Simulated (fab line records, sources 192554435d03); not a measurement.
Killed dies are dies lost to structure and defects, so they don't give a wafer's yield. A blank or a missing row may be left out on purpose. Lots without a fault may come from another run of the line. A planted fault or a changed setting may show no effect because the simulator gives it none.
A struck lot beside a sound one | flow n5_finfet | 40 steps out of a route of 1938
Sound: wafers L751.4, L751.5, L751.6. Struck: wafer L760.6. (L760.3, L760.5 of the same lot were not struck and are left out.) The cause comes at the end.
At each step with rows: each side's tool, then ch and its chambers, then its first start. Under that, the readings that differ: sound wafers | struck wafers | difference of the means | sigmas: that difference in standard deviations of wafers without a fault.
alike: readings whose means differ by less than 2 such deviations, and words and numbers that are the same on both sides. not compared: withheld readings, readings that some wafer has no value for, bounds like >300 that may hide the same value, and numbers for which the record gives no deviation and whose values overlap.
The two part at a step that has a row with sigmas, a row that says differs or no value, or rows on one side only. Numbers that don't overlap but have no deviation are shown without sigmas and don't part them. A reading that every wafer of one side lacks parts them only if that side has two wafers or more.

first, 5 steps without rows for these wafers: N5_GATE_CUT_STRIP_42 (strips in O2); N5_GATE_CUT_ETCH_19 (etches SiNx in CH3F/O2, target depth 53.7 nm, time 76.7 s); N5_GATE_CUT_CUT_ETCH_53 (etches W in SF6/Cl2, target depth 79.2 nm); N5_GATE_CUT_CUT_ETCH_54 (etches TiN in Cl2/BCl3, target depth 96.7 nm); N5_GATE_CUT_CUT_ETCH_55 (etches HfO2 in BCl3, target depth 3.2 nm).
N5_GATE_CUT_ETCH_47: etches SiO2 in Cl2/BCl3, target depth 10 nm.
  sound on rie_metal-01 ch 0,1, day 4 15:01; struck on rie_metal-03 ch 0, day 6 20:06
  alike: bcl3_flow_sccm, bias_w, drypump_motor_current_A, oes_product_au, rf_fwd_power_W, throttle_valve_pct
  not compared: rf_hours_counter_h
then, 6 steps without rows for these wafers: N5_GATE_CUT_VAPOR_ETCH_48 (etches TiN in BCl3/Cl2); N5_GATE_CUT_VAPOR_ETCH_49 (etches TiAlC in BCl3/Cl2); N5_GATE_CUT_VAPOR_ETCH_51 (etches HfO2 in BCl3/Cl2); N5_GATE_CUT_STRIP_21 (strips in N2/H2, time 30 s); N5_GATE_CUT_STRIP_29 (strips in post etch residue remover, time 60 s); N5_GATE_CUT_SRD_52 (time 30 s).
N5_GATE_CUT_ALD_22: deposits SiNx, target thk 16 nm, pulse time 1 s, ald cycles 320.
  sound on ald_sin-02 ch 0,2,3, day 4 17:42; struck on ald_sin-02 ch 3, day 6 20:23
  alike: heater_power_w, precursor_pulse_height_rel
N5_GATE_CUT_CMP_23: polishes, stops on SiO2, t overpolish 23.4 s, target thk 16 nm.
  sound on cmp-04 ch 0,1,2, day 4 18:32; struck on cmp-02 ch 1, day 6 21:52
  reading             | sound       | struck | difference | sigmas
  motor_current_A (A) | 9.9 8.4 9.2 | 7.6    | -1.6       | -2
  alike: head_pressure_psi, overpolish_run_s, platen_rpm, time_to_endpoint_s
  not compared: pad_life_wafers
N5_GATE_CUT_THK_MEAS_24:
  sound on film_metro-01, day 4 18:46; struck on film_metro-02, day 6 22:10
  alike: GC_FILL_THK
then, 1 step without rows for these wafers: N5_GATE_CUT_CMP_43 (polishes SiO2).
N5_GATE_CUT_CMP_61: polishes, stops on SiNx, t overpolish 3 s.
  sound on cmp-02 ch 1,2, day 4 19:18; struck on cmp-02 ch 1, day 6 22:42
  reading                 | sound             | struck | difference | sigmas
  head_pressure_psi (psi) | 4.003 4.015 4.015 | 3.992  | -0.019     | -2
  alike: motor_current_A, platen_rpm
  not compared: pad_life_wafers
then, 9 steps without rows for these wafers: N5_MOL_CONTACT_COAG_COAT_103 (time 60 s, resist thk 80 nm); N5_MOL_CONTACT_COAG_COAT_104 (time 60 s, resist thk 12 nm); N5_MOL_CONTACT_COAG_COAT_58 (time 60 s, resist thk 10 nm); N5_MOL_CONTACT_COAG_COAT_02 (resist thk 30 nm); N5_MOL_CONTACT_COAG_EBR_04; N5_MOL_CONTACT_COAG_SOFTBAKE_03 (time 60 s); N5_MOL_CONTACT_COAG_EXPOSE_05 (exposes mask CA, defocus 0 nm); N5_MOL_CONTACT_COAG_PEB_06 (peb time 60 s); N5_MOL_CONTACT_COAG_DEVELOP_07 (develop time 30 s).
N5_MOL_CONTACT_COAG_CD_MEAS_08: target cd 28 nm.
  sound on cd_sem-02 ch 0, day 4 19:56; struck on cd_sem-02 ch 0, day 6 23:13
  alike: cd_nm
N5_MOL_CONTACT_COAG_OVL_MEAS_09:
  sound on overlay-02 ch 0, day 4 19:58; struck on overlay-01 ch 0, day 6 23:15
  reading     | sound       | struck | difference | sigmas
  CA_OVL (nm) | 0.1 0.8 1.2 | -1.1   | -1.8       | -2
N5_MOL_CONTACT_COAG_DESCUM_13: chemistry O2, time 7 s.
  sound on rie_diel-04 ch 0,2,3, day 4 20:10; struck on rie_diel-04 ch 0, day 6 23:20
  reading                | sound             | struck | difference | sigmas
  oes_product_au (a.u.)  | 0.75 0.68 0.68    | 0.95   | +0.25      | +3
  throttle_valve_pct (%) | 20.44 20.50 20.55 | 20.11  | -0.39      | -2
  alike: drypump_motor_current_A, rf_fwd_power_W, rf_vpp_V, showerhead_plenum_p_Torr
  not compared: rf_hours_counter_h
then, 9 steps without rows for these wafers: N5_MOL_CONTACT_COAG_ETCH_59 (etches underlayer in N2/H2, target depth 13 nm, time 10.4 s); N5_MOL_CONTACT_COAG_ETCH_105 (etches SiARC in CF4, target depth 15.6 nm, time 26 s); N5_MOL_CONTACT_COAG_ETCH_106 (etches SOC in N2/H2, target depth 80 nm, overetch 16 nm, time 120 s); N5_MOL_CONTACT_COAG_STRIP_107 (strips in N2/H2); N5_MOL_CONTACT_COAG_STRIP_108 (strips in N2/H2); N5_MOL_CONTACT_COAG_CONTACT_ETCH_14 (etches SiO2 in C4F6/O2, target depth 27.5 nm, overetch 8.5 nm, time 20 s); N5_MOL_CONTACT_COAG_STRIP_109 (strips in C4F6/O2); N5_MOL_CONTACT_COAG_ETCH_15 (etches SiNx in CH3F/O2, stops on Si:P, target depth 7 nm); N5_MOL_CONTACT_COAG_ETCH_110 (etches Si in CF4/O2, target depth 2.5 nm, time 8 s).
N5_MOL_CONTACT_COAG_STRIP_98: strips in N2/H2.
  sound on rie_diel-04 ch 0,2,3, day 4 20:30; struck on rie_diel-04 ch 0, day 6 23:39
  reading                | sound          | struck | difference | sigmas
  oes_product_au (a.u.)  | 0.75 0.68 0.68 | 0.96   | +0.26      | +3
  throttle_valve_pct (%) | 19.1 18.5 19.6 | 18.2   | -0.9       | -2
  alike: drypump_motor_current_A, rf_vpp_V, showerhead_plenum_p_Torr
  not compared: rf_hours_counter_h
-- the record jumps here: 8 days lie between the struck wafers' starts before and after (it left off in module MOL_CONTACT_COAG and takes up again in module PASSIVATION, whose first step shown is number 1936 of the route) --
N5_PASSIVATION_PROBE_49:
  sound on prober-01, day 13 07:08; struck on prober-02, day 15 10:13
  reading                  | sound          | struck | difference | sigmas
  defect_limited_yield (%) | 92.8 93.4 92.1 | 83.5   | -9.3       | -7
  killed_at_front_end      | 29 24 30       | 131    | +103       | +9
  killed_dies              | 85 78 93       | 195    | +110       | +6
  sort_bin_5_function (%)  | 3.9 3.4 4.5    | 10.8   | +6.9       | +8
  sort_n_pass              | 1095 1102 1087 | 985    | -110       | -6
  sort_yield_pct (%)       | 92.8 93.4 92.1 | 83.5   | -9.3       | -7
  alike: killed_at_M0_to_M3, killed_at_M4_up, killed_at_contacts, killed_at_other, killed_open, killed_short, sort_bin_6_memory

WHERE THEY PART
First at N5_GATE_CUT_CMP_23; last, within this record, at N5_PASSIVATION_PROBE_49.

WHY: what the simulator had put in
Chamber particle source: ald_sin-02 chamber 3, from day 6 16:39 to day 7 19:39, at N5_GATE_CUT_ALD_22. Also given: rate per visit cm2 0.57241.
